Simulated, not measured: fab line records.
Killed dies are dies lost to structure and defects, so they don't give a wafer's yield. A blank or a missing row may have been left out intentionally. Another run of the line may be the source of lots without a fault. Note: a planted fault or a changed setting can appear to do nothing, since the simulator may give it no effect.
fab line records	flow n5Finfet
record: lots: 24	wafers: 72	lastDay: 18
route steps=1938 shown BEOL_M12@1646 BEOL_M13@1672
lots that met no fault: from a run of the same line without faults
startH: hours from the record's opening day to when the first of the lot's shown wafers began	waitH: how many hours have passed since the lot's step before this one	" as in the row above	L1.1+2: a single row standing in for several wafers	- value missing, or start not given	* or withheld: withheld	< > ~ a bound
route shown NAME@n: names a module that has steps shown in the file, with the first one's number in the route	usual: mean and standard deviation over wafers with no fault	same: alike in all rows	chamber/n: place in a boat	sites: readings site by site	_std_site: standard deviation across them	_edge_site: outer sites' mean less inner sites'	radiusMm: how far each site lies from the wafer's centre	mask NAME#n: copy n	behind: the last tool/chamber to shape the wafer	hold: cause of the lot's hold/its duration in hours/its outcome	device: whichever transistor did not switch (one of n, p or np)	end of line: tests of these same wafers at the route's end	for a step that has no rows: nothing shown but its recipe	killed: not the wafer's yield, but the dies lost to structure and defects at the first sort	map: dies across one wafer; x = killed, . = not, _ = none there
set.NAME: setting as actually run; set.NAME@STEP: the setting as run at that earlier step	model.NAME: the simulator's own value behind a step, which no gauge read
steps of the route over a sample of lots; a table a step, a row a wafer
services: a tool's chamber out of use, with start hour (startH, from the record's first day; less than 0 if before it), hours out, and reason
== steps ==
step: N5_BEOL_M12_DEGAS_41
recipe: ambient: vacuum	tempC: 250	timeS: 60
usual: heaterPowerW: 327/25
lot.wafer	tool	chamber	startH	waitH	heaterPowerW
L075.1	pvdSputter-03	-	259.98	0.0	299
L075.2	"	-	"	"	368
L075.6	"	-	"	"	336
L074.3	pvdSputter-03	-	263.33	0.0	362
L074.5	"	-	"	"	319
L074.6	"	-	"	"	305
L076.4	pvdSputter-01	-	277.76	0.0	316
L076.5	"	-	"	"	341
L076.6	"	-	"	"	317
L077.2	pvdSputter-03	-	278.60	0.4	320
L077.5	"	-	"	"	373
L077.6	"	-	"	"	298
L078.3	pvdSputter-01	-	282.33	0.4	317
L078.4	"	-	"	"	323
L078.6	"	-	"	"	325
L079.2	pvdSputter-03	-	283.71	1.3	316
L079.3	"	-	"	"	339
L079.4	"	-	"	"	382
L080.2	pvdSputter-01	-	290.32	0.3	337
L080.5	"	-	"	"	305
L080.6	"	-	"	"	333
L083.3	pvdSputter-02	-	290.33	0.2	307
L083.5	"	-	"	"	310
L083.6	"	-	"	"	366
L081.1	pvdSputter-03	-	311.89	0.3	325
L081.4	"	-	"	"	368
L081.5	"	-	"	"	320
L084.2	pvdSputter-03	-	322.63	0.3	321
L084.3	"	-	"	"	369
L084.5	"	-	"	"	299
L082.1	pvdSputter-03	-	324.97	0.3	303
L082.3	"	-	"	"	369
L082.4	"	-	"	"	337
L088.1	pvdSputter-02	-	325.18	0.1	313
L088.5	"	-	"	"	315
L088.6	"	-	"	"	282
L085.2	pvdSputter-01	-	332.16	0.2	291
L085.3	"	-	"	"	328
L085.4	"	-	"	"	312
L086.1	pvdSputter-01	-	340.76	0.5	323
L086.5	"	-	"	"	345
L086.6	"	-	"	"	326
L087.1	pvdSputter-01	-	341.20	0.3	326
L087.3	"	-	"	"	345
L087.6	"	-	"	"	338
L089.2	pvdSputter-02	-	350.54	0.2	314
L089.5	"	-	"	"	314
L089.6	"	-	"	"	374
L092.1	pvdSputter-03	-	355.32	0.3	339
L092.4	"	-	"	"	325
L092.6	"	-	"	"	318
L090.1	pvdSputter-03	-	358.79	0.1	369
L090.3	"	-	"	"	324
L090.4	"	-	"	"	294
L091.1	pvdSputter-02	-	362.77	0.7	303
L091.2	"	-	"	"	277
L091.3	"	-	"	"	376
L093.1	pvdSputter-01	-	368.22	0.2	318
L093.2	"	-	"	"	333
L093.4	"	-	"	"	349
L094.1	pvdSputter-01	-	371.70	0.6	317
L094.5	"	-	"	"	337
L094.6	"	-	"	"	318
L095.3	pvdSputter-03	-	377.59	0.4	364
L095.5	"	-	"	"	340
L095.6	"	-	"	"	314
L096.1	pvdSputter-02	-	399.79	0.4	289
L096.2	"	-	"	"	364
L096.4	"	-	"	"	311
L097.2	pvdSputter-03	-	404.95	0.5	294
L097.3	"	-	"	"	340
L097.5	"	-	"	"	370
step: N5_BEOL_M12_DEP_53
recipe: material: SiCN	targetThkA: 300	tempC: withheld	precursor: 3MS/NH3	pressureTorr: 3	rfW: 675	timeS: 10.5
usual: showerheadPlenumPTorr: 4.164/0.023	showerheadVppV: 1649/82	throttleValvePct: 18.7/1.4
lot.wafer	tool	chamber	startH	waitH	showerheadPlenumPTorr	showerheadVppV	throttleValvePct
L075.1	pecvd-02	1	261.14	0.0	4.163	1437	19.0
L075.2	"	0	"	"	4.179	1623	18.1
L075.6	"	2	"	"	4.164	1631	17.0
L074.3	pecvd-01	1	264.64	0.0	4.179	1640	17.6
L074.5	"	1	"	"	4.188	1643	17.5
L074.6	"	0	"	"	4.156	1744	22.0
L076.4	pecvd-03	1	278.93	0.0	4.117	1612	18.8
L076.5	"	0	"	"	4.190	1620	19.1
L076.6	"	2	"	"	4.177	1781	17.4
L077.2	pecvd-02	1	279.90	0.0	4.167	1456	19.0
L077.5	"	0	"	"	4.187	1644	18.0
L077.6	"	1	"	"	4.160	1467	19.2
L078.3	pecvd-03	2	283.62	0.0	4.176	1790	17.8
L078.4	"	0	"	"	4.179	1621	19.3
L078.6	"	1	"	"	4.096	1620	18.9
L079.2	pecvd-03	0	284.88	0.0	4.179	1634	19.6
L079.3	"	2	"	"	4.178	1749	17.5
L079.4	"	2	"	"	4.168	1761	17.2
L080.2	pecvd-02	1	292.96	0.0	4.163	1458	19.2
L080.5	"	2	"	"	4.170	1628	17.0
L080.6	"	0	"	"	4.189	1672	17.9
L083.3	pecvd-03	0	293.06	0.0	4.184	1637	19.7
L083.5	"	2	"	"	4.185	1751	17.4
L083.6	"	1	"	"	4.113	1608	19.0
L081.1	pecvd-02	0	313.18	0.0	4.183	1636	18.2
L081.4	"	0	"	"	4.186	1680	18.1
L081.5	"	2	"	"	4.164	1645	17.2
L084.2	pecvd-01	2	323.80	0.0	4.154	1687	18.2
L084.3	"	0	"	"	4.160	1741	22.0
L084.5	"	1	"	"	4.191	1674	17.4
L082.1	pecvd-01	2	326.12	0.0	4.152	1684	18.0
L082.3	"	0	"	"	4.163	1765	21.7
L082.4	"	2	"	"	4.158	1679	18.1
L088.1	pecvd-03	1	326.38	0.0	4.123	1594	18.7
L088.5	"	1	"	"	4.115	1596	18.8
L088.6	"	2	"	"	4.175	1766	17.6
L085.2	pecvd-01	2	333.39	0.0	4.151	1674	18.0
L085.3	"	0	"	"	4.165	1764	21.7
L085.4	"	1	"	"	4.176	1653	17.6
L086.1	pecvd-03	1	341.91	0.0	4.118	1596	18.9
L086.5	"	2	"	"	4.169	1733	17.5
L086.6	"	1	"	"	4.118	1589	18.7
L087.1	pecvd-03	2	342.37	0.0	4.176	1757	17.6
L087.3	"	0	"	"	4.177	1636	19.5
L087.6	"	0	"	"	4.179	1607	19.4
L089.2	pecvd-02	0	351.70	0.0	4.182	1624	18.3
L089.5	"	1	"	"	4.180	1466	18.6
L089.6	"	2	"	"	4.177	1615	17.6
L092.1	pecvd-03	2	356.48	0.0	4.182	1728	17.5
L092.4	"	0	"	"	4.192	1615	19.3
L092.6	"	2	"	"	4.185	1778	17.7
L090.1	pecvd-03	1	359.95	0.0	4.115	1621	18.9
L090.3	"	2	"	"	4.178	1781	17.7
L090.4	"	1	"	"	4.107	1627	19.1
L091.1	pecvd-01	0	363.94	0.0	4.168	1723	22.0
L091.2	"	2	"	"	4.145	1681	18.0
L091.3	"	1	"	"	4.181	1667	17.8
L093.1	pecvd-01	2	369.38	0.0	4.152	1647	18.0
L093.2	"	0	"	"	4.158	1716	21.8
L093.4	"	1	"	"	4.190	1634	17.7
L094.1	pecvd-02	1	372.93	0.0	4.159	1477	19.3
L094.5	"	0	"	"	4.175	1638	18.3
L094.6	"	2	"	"	4.168	1629	17.4
L095.3	pecvd-01	0	378.76	0.0	4.145	1732	21.7
L095.5	"	0	"	"	4.158	1759	22.1
L095.6	"	2	"	"	4.157	1682	18.3
L096.1	pecvd-02	1	400.94	0.0	4.161	1444	18.8
L096.2	"	2	"	"	4.163	1633	17.4
L096.4	"	0	"	"	4.183	1687	18.0
L097.2	pecvd-01	0	406.23	0.0	4.169	1749	21.8
L097.3	"	2	"	"	4.146	1680	18.2
L097.5	"	2	"	"	4.152	1705	18.0
step: N5_BEOL_M12_INSPECT_55
recipe: inspectInstrument: darkfield	mode: postDep
usual: rawDefectCount: 79/33
lot.wafer	tool	chamber	startH	waitH	rawDefectCount
L075.1	defectInspect-01	-	261.23	0.0	101
L075.2	"	-	"	"	57
L075.6	"	-	"	"	83
L074.3	defectInspect-01	-	264.73	0.0	62
L074.5	"	-	"	"	78
L074.6	"	-	"	"	61
L076.4	defectInspect-01	-	279.00	0.0	138
L076.5	"	-	"	"	80
L076.6	"	-	"	"	69
L077.2	defectInspect-02	-	279.99	0.0	58
L077.5	"	-	"	"	68
L077.6	"	-	"	"	54
L078.3	defectInspect-02	-	283.71	0.0	154
L078.4	"	-	"	"	191
L078.6	"	-	"	"	210
L079.2	defectInspect-02	-	284.97	0.0	41
L079.3	"	-	"	"	40
L079.4	"	-	"	"	48
L080.2	defectInspect-02	-	293.05	0.0	67
L080.5	"	-	"	"	66
L080.6	"	-	"	"	93
L083.3	defectInspect-01	-	293.15	0.0	77
L083.5	"	-	"	"	54
L083.6	"	-	"	"	37
L081.1	defectInspect-02	-	313.27	0.0	83
L081.4	"	-	"	"	59
L081.5	"	-	"	"	76
L084.2	defectInspect-02	-	323.89	0.0	60
L084.3	"	-	"	"	94
L084.5	"	-	"	"	67
L082.1	defectInspect-01	-	326.21	0.0	79
L082.3	"	-	"	"	48
L082.4	"	-	"	"	43
L088.1	defectInspect-02	-	326.47	0.0	65
L088.5	"	-	"	"	92
L088.6	"	-	"	"	73
L085.2	defectInspect-02	-	333.48	0.0	137
L085.3	"	-	"	"	164
L085.4	"	-	"	"	125
L086.1	defectInspect-01	-	342.00	0.0	81
L086.5	"	-	"	"	61
L086.6	"	-	"	"	99
L087.1	defectInspect-01	-	342.46	0.0	57
L087.3	"	-	"	"	52
L087.6	"	-	"	"	44
L089.2	defectInspect-01	-	351.79	0.0	104
L089.5	"	-	"	"	122
L089.6	"	-	"	"	109
L092.1	defectInspect-01	-	356.57	0.0	43
L092.4	"	-	"	"	42
L092.6	"	-	"	"	41
L090.1	defectInspect-02	-	360.04	0.0	105
L090.3	"	-	"	"	62
L090.4	"	-	"	"	105
L091.1	defectInspect-01	-	364.02	0.0	54
L091.2	"	-	"	"	47
L091.3	"	-	"	"	45
L093.1	defectInspect-02	-	369.47	0.0	101
L093.2	"	-	"	"	118
L093.4	"	-	"	"	66
L094.1	defectInspect-02	-	373.02	0.0	82
L094.5	"	-	"	"	58
L094.6	"	-	"	"	69
L095.3	defectInspect-01	-	378.85	0.0	74
L095.5	"	-	"	"	61
L095.6	"	-	"	"	61
L096.1	defectInspect-02	-	401.03	0.0	88
L096.2	"	-	"	"	69
L096.4	"	-	"	"	68
L097.2	defectInspect-01	-	406.33	0.0	101
L097.3	"	-	"	"	59
L097.5	"	-	"	"	109
step: N5_BEOL_M13_DESCUM_15
recipe: chemistry: O2	timeS: 7.9	sourcePowerW: 50	biasPowerW: 20	pressureMtorr: 20	rfFrequencyHz: 2.712e+07	tempC: 40	o2FlowSccm: 225
usual: drypumpMotorCurrentA: 5.6/0.51	oesProductAu: 0.82/0.085	rfVppV: 243.4/1.5	showerheadPlenumPTorr: 2.10/0.084	throttleValvePct: 20.51/0.23
lot.wafer	tool	chamber	startH	waitH	drypumpMotorCurrentA	oesProductAu	rfHoursCounterH	rfVppV	showerheadPlenumPTorr	throttleValvePct
L075.1	rieDiel-02	2	261.81	0.0	5.8	0.84	56	246.0	2.21	20.38
L075.2	"	3	"	"	5.7	0.89	45	242.4	2.04	20.44
L075.6	"	0	"	"	5.7	0.70	-	243.2	2.08	20.76
L074.3	rieDiel-04	2	265.33	0.0	6.2	0.83	64	244.5	2.19	20.55
L074.5	"	2	"	"	6.2	0.83	-	246.2	2.19	20.56
L074.6	"	3	"	"	6.2	0.77	-	242.7	2.03	20.87
L076.4	rieDiel-05	2	280.71	0.0	5.5	0.79	-	242.3	2.02	20.55
L076.5	"	3	"	"	5.9	0.83	-	244.5	2.21	20.33
L076.6	"	1	"	"	6.3	0.69	-	242.2	2.08	20.79
L077.2	rieDiel-05	1	281.00	0.3	6.3	0.70	216	243.1	2.08	20.79
L077.5	"	2	"	"	5.5	0.78	-	240.9	2.02	20.57
L077.6	"	1	"	"	6.3	0.69	-	244.4	2.08	20.78
L078.3	rieDiel-05	2	284.53	0.3	5.5	0.78	119	242.0	2.02	20.55
L078.4	"	2	"	"	5.5	0.78	-	242.2	2.02	20.55
L078.6	"	3	"	"	5.9	0.83	-	244.1	2.21	20.31
L079.2	rieDiel-04	3	285.55	0.0	6.2	0.76	154	241.6	2.02	20.88
L079.3	"	2	"	"	6.2	0.81	72	245.6	2.19	20.57
L079.4	"	1	"	"	5.2	1.02	0	242.0	2.04	20.15
L080.2	rieDiel-04	0	293.76	0.2	4.8	0.86	43	244.7	2.22	20.31
L080.5	"	0	"	"	4.8	0.86	-	246.7	2.22	20.30
L080.6	"	1	"	"	5.2	1.02	-	243.7	2.04	20.15
L083.3	rieDiel-02	2	294.16	0.3	5.8	0.83	67	243.7	2.21	20.39
L083.5	"	3	"	"	5.7	0.87	-	241.6	2.04	20.44
L083.6	"	2	"	"	5.8	0.82	-	244.3	2.21	20.40
L081.1	rieDiel-04	1	313.85	0.0	5.2	0.99	9	241.1	2.04	20.18
L081.4	"	0	"	"	4.8	0.85	49	245.5	2.22	20.32
L081.5	"	0	"	"	4.8	0.85	-	244.4	2.22	20.32
L084.2	rieDiel-04	3	325.06	0.5	6.2	0.76	166	240.9	2.02	20.89
L084.3	"	1	"	"	5.1	0.97	12	243.2	2.04	20.18
L084.5	"	1	"	"	5.2	0.97	-	241.5	2.04	20.17
L082.1	rieDiel-02	3	326.79	0.0	5.7	0.86	67	242.6	2.03	20.47
L082.3	"	1	"	"	5.1	0.85	57	242.8	2.03	20.47
L082.4	"	2	"	"	5.8	0.81	77	245.7	2.21	20.40
L088.1	rieDiel-02	3	327.49	0.4	5.7	0.85	67	242.2	2.03	20.48
L088.5	"	3	"	"	5.7	0.85	-	244.2	2.03	20.48
L088.6	"	2	"	"	5.8	0.81	-	243.9	2.21	20.40
L085.2	rieDiel-04	0	334.46	0.3	4.8	0.85	55	243.9	2.22	20.33
L085.3	"	3	"	"	6.2	0.75	168	243.1	2.02	20.92
L085.4	"	2	"	"	6.2	0.79	85	246.1	2.18	20.58
L086.1	rieDiel-04	2	342.70	0.0	6.2	0.79	88	244.6	2.18	20.60
L086.5	"	0	"	"	4.8	0.83	-	244.4	2.22	20.33
L086.6	"	3	"	"	6.2	0.74	-	244.0	2.02	20.91
L087.1	rieDiel-02	0	343.04	0.0	5.7	0.67	243	243.3	2.07	20.81
L087.3	"	2	"	"	5.8	0.80	82	244.6	2.20	20.41
L087.6	"	0	"	"	5.7	0.68	-	243.2	2.07	20.80
L089.2	rieDiel-05	0	352.49	0.0	5.4	0.92	17	244.7	2.22	20.28
L089.5	"	2	"	"	5.5	0.76	-	241.9	2.01	20.60
L089.6	"	1	"	"	6.3	0.68	-	241.8	2.07	20.83
L092.1	rieDiel-04	0	357.15	0.0	4.8	0.82	63	246.3	2.22	20.35
L092.4	"	2	"	"	6.1	0.78	-	242.4	2.18	20.59
L092.6	"	1	"	"	5.2	0.94	-	242.3	2.03	20.17
L090.1	rieDiel-04	2	360.74	0.0	6.2	0.79	93	244.1	2.18	20.61
L090.3	"	0	"	"	4.8	0.82	64	244.1	2.22	20.34
L090.4	"	1	"	"	5.2	0.94	24	242.0	2.03	20.19
L091.1	rieDiel-02	1	364.60	0.0	5.0	0.85	69	242.4	2.02	20.50
L091.2	"	0	"	"	5.7	0.68	251	242.0	2.07	20.82
L091.3	"	3	"	"	5.7	0.83	81	242.8	2.03	20.51
L093.1	rieDiel-02	3	370.17	0.0	5.7	0.84	84	241.8	2.03	20.48
L093.2	"	0	"	"	5.7	0.68	254	242.8	2.07	20.81
L093.4	"	1	"	"	5.1	0.85	-	242.6	2.02	20.51
L094.1	rieDiel-05	0	373.60	0.0	5.3	0.90	23	245.1	2.22	20.27
L094.5	"	1	"	"	6.3	0.67	-	243.2	2.07	20.85
L094.6	"	2	"	"	5.5	0.75	-	242.3	2.01	20.59
L095.3	rieDiel-04	3	379.56	0.0	6.2	0.73	180	241.0	2.01	20.93
L095.5	"	3	"	"	6.2	0.74	-	241.8	2.01	20.91
L095.6	"	0	"	"	4.8	0.82	-	244.9	2.21	20.36
L096.1	rieDiel-04	2	401.61	0.0	6.2	0.77	106	244.8	2.18	20.62
L096.2	"	1	"	"	5.2	0.92	36	241.6	2.03	20.22
L096.4	"	0	"	"	4.8	0.81	76	244.0	2.21	20.36
L097.2	rieDiel-02	3	406.91	0.0	5.7	0.82	96	241.0	2.02	20.52
L097.3	"	1	"	"	5.1	0.83	84	243.3	2.02	20.52
L097.5	"	2	"	"	5.8	0.79	-	245.4	2.20	20.43
step: N5_BEOL_M13_ETCH_59
recipe: chemistry: N2/H2	target: BARC	targetDepthA: 890	overetchA: 267	timeS: 67.9	ionEnergyEv: 200	pressureMtorr: 30	sourceW: 840	biasW: 150	n2FlowSccm: 200	h2FlowSccm: 200
usual: drypumpMotorCurrentA: 5.6/0.51	oesProductAu: 0.69/0.066	rfVppV: 524.2/3	showerheadPlenumPTorr: 2.56/0.1	throttleValvePct: 18.00/0.26
lot.wafer	tool	chamber	startH	waitH	drypumpMotorCurrentA	oesProductAu	rfHoursCounterH	rfVppV	showerheadPlenumPTorr	throttleValvePct
L075.1	rieDiel-02	2	261.84	0.0	5.8	0.72	56	526.7	2.70	17.91
L075.2	"	3	"	"	5.7	0.75	45	521.5	2.50	18.09
L075.6	"	0	"	"	5.7	0.60	-	523.9	2.52	18.17
L074.3	rieDiel-04	2	265.36	0.0	6.1	0.70	64	528.4	2.69	18.11
L074.5	"	2	"	"	6.2	0.70	-	528.6	2.69	18.13
L074.6	"	3	"	"	6.2	0.65	-	521.2	2.46	18.36
L076.4	rieDiel-05	2	280.75	0.0	5.5	0.67	-	522.5	2.45	17.96
L076.5	"	3	"	"	5.9	0.70	-	528.1	2.69	17.77
L076.6	"	1	"	"	6.3	0.59	-	522.4	2.53	18.36
L077.2	rieDiel-05	1	281.03	0.0	6.3	0.59	216	522.5	2.53	18.34
L077.5	"	2	"	"	5.5	0.67	-	522.0	2.45	17.99
L077.6	"	1	"	"	6.3	0.59	-	523.2	2.53	18.35
L078.3	rieDiel-05	2	284.56	0.0	5.5	0.67	119	521.4	2.45	17.98
L078.4	"	2	"	"	5.5	0.66	-	521.2	2.45	17.98
L078.6	"	3	"	"	5.9	0.70	-	527.3	2.69	17.78
L079.2	rieDiel-04	3	285.59	0.0	6.2	0.65	154	522.3	2.46	18.37
L079.3	"	2	"	"	6.2	0.69	72	527.0	2.68	18.15
L079.4	"	1	"	"	5.2	0.86	1	522.4	2.49	17.57
L080.2	rieDiel-04	0	293.80	0.0	4.8	0.72	43	527.7	2.71	17.71
L080.5	"	0	"	"	4.8	0.72	-	528.7	2.71	17.72
L080.6	"	1	"	"	5.2	0.84	-	523.0	2.49	17.56
L083.3	rieDiel-02	2	294.19	0.0	5.8	0.71	67	529.1	2.69	17.93
L083.5	"	3	"	"	5.7	0.74	-	521.3	2.50	18.11
L083.6	"	2	"	"	5.8	0.71	-	528.9	2.69	17.95
L081.1	rieDiel-04	1	313.88	0.0	5.2	0.83	9	523.2	2.49	17.56
L081.4	"	0	"	"	4.8	0.71	49	527.8	2.70	17.73
L081.5	"	0	"	"	4.8	0.72	-	528.8	2.70	17.72
L084.2	rieDiel-04	3	325.10	0.0	6.2	0.64	166	520.9	2.45	18.39
L084.3	"	1	"	"	5.1	0.81	12	521.5	2.49	17.56
L084.5	"	1	"	"	5.2	0.81	-	521.9	2.49	17.57
L082.1	rieDiel-02	3	326.83	0.0	5.7	0.73	67	520.4	2.49	18.12
L082.3	"	1	"	"	5.1	0.72	57	520.5	2.47	18.02
L082.4	"	2	"	"	5.8	0.70	77	528.6	2.69	17.96
L088.1	rieDiel-02	3	327.53	0.0	5.7	0.72	67	522.4	2.49	18.11
L088.5	"	3	"	"	5.7	0.73	-	520.5	2.49	18.12
L088.6	"	2	"	"	5.8	0.70	-	527.1	2.69	17.96
L085.2	rieDiel-04	0	334.49	0.0	4.8	0.71	55	526.9	2.70	17.74
L085.3	"	3	"	"	6.2	0.64	168	521.7	2.45	18.38
L085.4	"	2	"	"	6.2	0.69	85	527.4	2.68	18.16
L086.1	rieDiel-04	2	342.74	0.0	6.1	0.68	88	528.8	2.68	18.17
L086.5	"	0	"	"	4.8	0.70	-	528.5	2.70	17.73
L086.6	"	3	"	"	6.2	0.64	-	521.1	2.45	18.38
L087.1	rieDiel-02	0	343.07	0.0	5.7	0.59	243	524.2	2.51	18.22
L087.3	"	2	"	"	5.8	0.69	82	526.9	2.68	17.94
L087.6	"	0	"	"	5.8	0.59	-	522.8	2.51	18.23
L089.2	rieDiel-05	0	352.53	0.0	5.4	0.79	17	528.0	2.73	17.94
L089.5	"	2	"	"	5.5	0.65	-	521.1	2.44	18.02
L089.6	"	1	"	"	6.3	0.58	-	522.9	2.52	18.38
L092.1	rieDiel-04	0	357.18	0.0	4.8	0.70	63	527.5	2.70	17.76
L092.4	"	2	"	"	6.1	0.68	-	527.3	2.67	18.16
L092.6	"	1	"	"	5.2	0.79	-	522.1	2.48	17.58
L090.1	rieDiel-04	2	360.78	0.0	6.2	0.68	93	527.8	2.67	18.16
L090.3	"	0	"	"	4.8	0.71	64	527.7	2.70	17.75
L090.4	"	1	"	"	5.2	0.79	24	521.9	2.48	17.59
L091.1	rieDiel-02	1	364.64	0.0	5.1	0.71	69	521.8	2.47	18.03
L091.2	"	0	"	"	5.8	0.58	251	522.4	2.51	18.23
L091.3	"	3	"	"	5.7	0.71	81	522.0	2.48	18.14
L093.1	rieDiel-02	3	370.21	0.0	5.7	0.71	84	522.3	2.48	18.14
L093.2	"	0	"	"	5.7	0.59	254	523.5	2.51	18.25
L093.4	"	1	"	"	5.1	0.70	-	523.0	2.47	18.04
L094.1	rieDiel-05	0	373.64	0.0	5.4	0.76	23	528.5	2.73	17.95
L094.5	"	1	"	"	6.3	0.57	-	523.9	2.52	18.40
L094.6	"	2	"	"	5.5	0.64	-	521.7	2.44	18.03
L095.3	rieDiel-04	3	379.59	0.0	6.2	0.63	180	520.9	2.45	18.39
L095.5	"	3	"	"	6.2	0.62	-	520.9	2.45	18.41
L095.6	"	0	"	"	4.8	0.69	-	527.4	2.69	17.77
L096.1	rieDiel-04	2	401.65	0.0	6.2	0.66	106	528.8	2.67	18.20
L096.2	"	1	"	"	5.2	0.77	36	522.1	2.48	17.61
L096.4	"	0	"	"	4.8	0.69	76	528.0	2.69	17.77
L097.2	rieDiel-02	3	406.94	0.0	5.7	0.69	96	520.6	2.48	18.17
L097.3	"	1	"	"	5.1	0.70	84	520.9	2.46	18.07
L097.5	"	2	"	"	5.8	0.68	-	529.2	2.68	17.98
step: N5_BEOL_M13_STRIP_64
recipe: chemistry: N2/H2	powerW: 1000	tempC: 250	h2Frac: 0.65	overashFraction: 0.3	pressureMtorr: withheld	n2FlowSccm: 1750	h2FlowSccm: 3250
usual: drypumpMotorCurrentA: 6.10/0.24	heaterPowerW: 357/28	oesProductAu: 0.715/0.0043	stripTimeToEndpointS: 31.32/0.077
lot.wafer	tool	chamber	startH	waitH	drypumpMotorCurrentA	heaterPowerW	oesProductAu	rfHoursCounterH	stripTimeToEndpointS
L075.1	plasmaAsher-01	0	262.19	0.0	5.72	373	0.710	68	31.20
L075.2	"	1	"	"	5.93	377	0.718	68	31.23
L075.6	"	0	"	"	5.73	381	0.718	-	31.22
L074.3	plasmaAsher-02	0	265.73	0.0	6.40	376	0.713	-	31.28
L074.5	"	0	"	"	6.40	379	0.719	-	31.31
L074.6	"	1	"	"	6.10	328	0.709	-	31.21
L076.4	plasmaAsher-01	0	281.10	0.0	5.74	383	0.711	-	31.33
L076.5	"	0	"	"	5.73	373	0.719	-	31.37
L076.6	"	1	"	"	5.88	371	0.714	-	31.29
L077.2	plasmaAsher-02	1	281.38	0.0	6.12	318	0.713	130	31.29
L077.5	"	1	"	"	6.12	322	0.714	-	31.28
L077.6	"	0	"	"	6.39	382	0.724	-	31.25
L078.3	plasmaAsher-02	0	284.93	0.0	6.40	378	0.710	-	31.26
L078.4	"	1	"	"	6.11	308	0.712	-	31.29
L078.6	"	0	"	"	6.37	380	0.716	-	31.23
L079.2	plasmaAsher-01	0	285.93	0.0	5.70	371	0.719	73	31.24
L079.3	"	1	"	"	5.88	376	0.721	-	31.26
L079.4	"	0	"	"	5.71	377	0.713	-	31.16
L080.2	plasmaAsher-02	1	294.62	0.0	6.10	319	0.710	133	31.40
L080.5	"	0	"	"	6.39	385	0.721	-	31.38
L080.6	"	1	"	"	6.11	323	0.721	-	31.42
L083.3	plasmaAsher-02	1	294.76	0.0	6.11	324	0.710	-	31.29
L083.5	"	1	"	"	6.12	323	0.708	-	31.25
L083.6	"	0	"	"	6.37	376	0.717	-	31.24
L081.1	plasmaAsher-02	0	314.23	0.0	6.38	377	0.710	137	31.33
L081.4	"	1	"	"	6.09	313	0.710	-	31.45
L081.5	"	1	"	"	6.08	323	0.713	-	31.39
L084.2	plasmaAsher-02	1	325.45	0.0	6.10	322	0.720	139	31.51
L084.3	"	0	"	"	6.39	369	0.722	-	31.40
L084.5	"	1	"	"	6.10	318	0.708	-	31.39
L082.1	plasmaAsher-02	1	327.17	0.0	6.09	314	0.713	140	31.21
L082.3	"	1	"	"	6.07	320	0.717	-	31.22
L082.4	"	0	"	"	6.38	370	0.709	-	31.26
L088.1	plasmaAsher-02	0	327.88	0.0	6.38	375	0.714	140	31.33
L088.5	"	1	"	"	6.10	328	0.711	-	31.27
L088.6	"	0	"	"	6.38	374	0.716	-	31.34
L085.2	plasmaAsher-02	0	334.84	0.0	6.38	384	0.717	141	31.35
L085.3	"	1	"	"	6.10	321	0.717	-	31.35
L085.4	"	0	"	"	6.38	370	0.714	-	31.35
L086.1	plasmaAsher-01	0	343.09	0.0	5.68	378	0.715	84	31.36
L086.5	"	1	"	"	5.87	377	0.718	-	31.34
L086.6	"	0	"	"	5.70	373	0.710	-	31.42
L087.1	plasmaAsher-01	1	343.63	0.0	5.93	371	0.715	85	31.34
L087.3	"	0	"	"	5.69	375	0.721	-	31.31
L087.6	"	0	"	"	5.74	377	0.723	-	31.32
L089.2	plasmaAsher-01	1	352.87	0.0	5.87	375	0.718	88	31.37
L089.5	"	0	"	"	5.75	370	0.719	-	31.36
L089.6	"	1	"	"	5.87	373	0.706	-	31.43
L092.1	plasmaAsher-02	1	357.53	0.0	6.12	315	0.717	144	31.33
L092.4	"	1	"	"	6.10	312	0.721	-	31.42
L092.6	"	1	"	"	6.12	321	0.718	-	31.47
L090.1	plasmaAsher-01	1	361.13	0.0	5.88	374	0.713	90	31.38
L090.3	"	0	"	"	5.74	378	0.711	-	31.38
L090.4	"	1	"	"	5.87	372	0.714	-	31.36
L091.1	plasmaAsher-02	0	364.99	0.0	6.41	371	0.714	145	31.29
L091.2	"	1	"	"	6.12	309	0.720	145	31.29
L091.3	"	1	"	"	6.13	320	0.722	-	31.31
L093.1	plasmaAsher-02	0	370.60	0.0	6.39	377	0.710	147	31.40
L093.2	"	1	"	"	6.10	317	0.714	147	31.43
L093.4	"	1	"	"	6.09	321	0.713	-	31.33
L094.1	plasmaAsher-02	1	373.98	0.0	6.10	316	0.720	147	31.27
L094.5	"	0	"	"	6.41	375	0.714	-	31.24
L094.6	"	1	"	"	6.10	321	0.724	-	31.26
L095.3	plasmaAsher-01	1	379.96	0.0	5.92	367	0.720	-	31.21
L095.5	"	1	"	"	5.95	376	0.716	-	31.30
L095.6	"	0	"	"	5.74	379	0.717	-	31.28
L096.1	plasmaAsher-02	1	402.00	0.0	6.10	315	0.718	152	31.37
L096.2	"	0	"	"	6.38	388	0.709	152	31.38
L096.4	"	1	"	"	6.11	321	0.709	-	31.42
L097.2	plasmaAsher-02	0	407.29	0.0	6.38	361	0.716	154	31.34
L097.3	"	1	"	"	6.13	319	0.705	-	31.33
L097.5	"	1	"	"	6.13	314	0.717	-	31.33
== services ==
tool	chamber	startH	hours	kind
rieDiel-05	1	238.66	19.1	repair
rieDiel-02	3	253.47	2.3	repair
pecvd-01	-	256.66	1.3	repair
rieDiel-04	1	263.33	-	clean
rieDiel-04	1	263.33	-	consumableReplace:focusRing
rieDiel-05	0	273.24	-	clean
rieDiel-05	0	273.24	-	consumableReplace:focusRing
rieDiel-05	0	273.24	-	consumableReplace:showerhead
plasmaAsher-01	-	292.38	3.7	repair
pecvd-01	2	293.32	26.4	repair
pvdSputter-01	-	312.40	8.6	repair
pecvd-01	-	340.65	9.4	repair
plasmaAsher-02	-	342.99	10.4	repair
rieDiel-04	3	352.37	5.9	repair
rieDiel-05	3	368.86	6.4	repair
rieDiel-02	0	371.14	-	clean
rieDiel-02	0	371.14	-	consumableReplace:focusRing
rieDiel-02	0	371.14	15.0	scheduledDown
rieDiel-02	0	371.14	15.0	ventCycle
rieDiel-05	-	372.88	0.2	repair
rieDiel-05	0	381.64	1.3	repair
rieDiel-05	1	387.41	-	clean
pecvd-02	-	396.33	0.6	repair
rieDiel-04	3	406.27	3.4	repair
== key ==
fault none
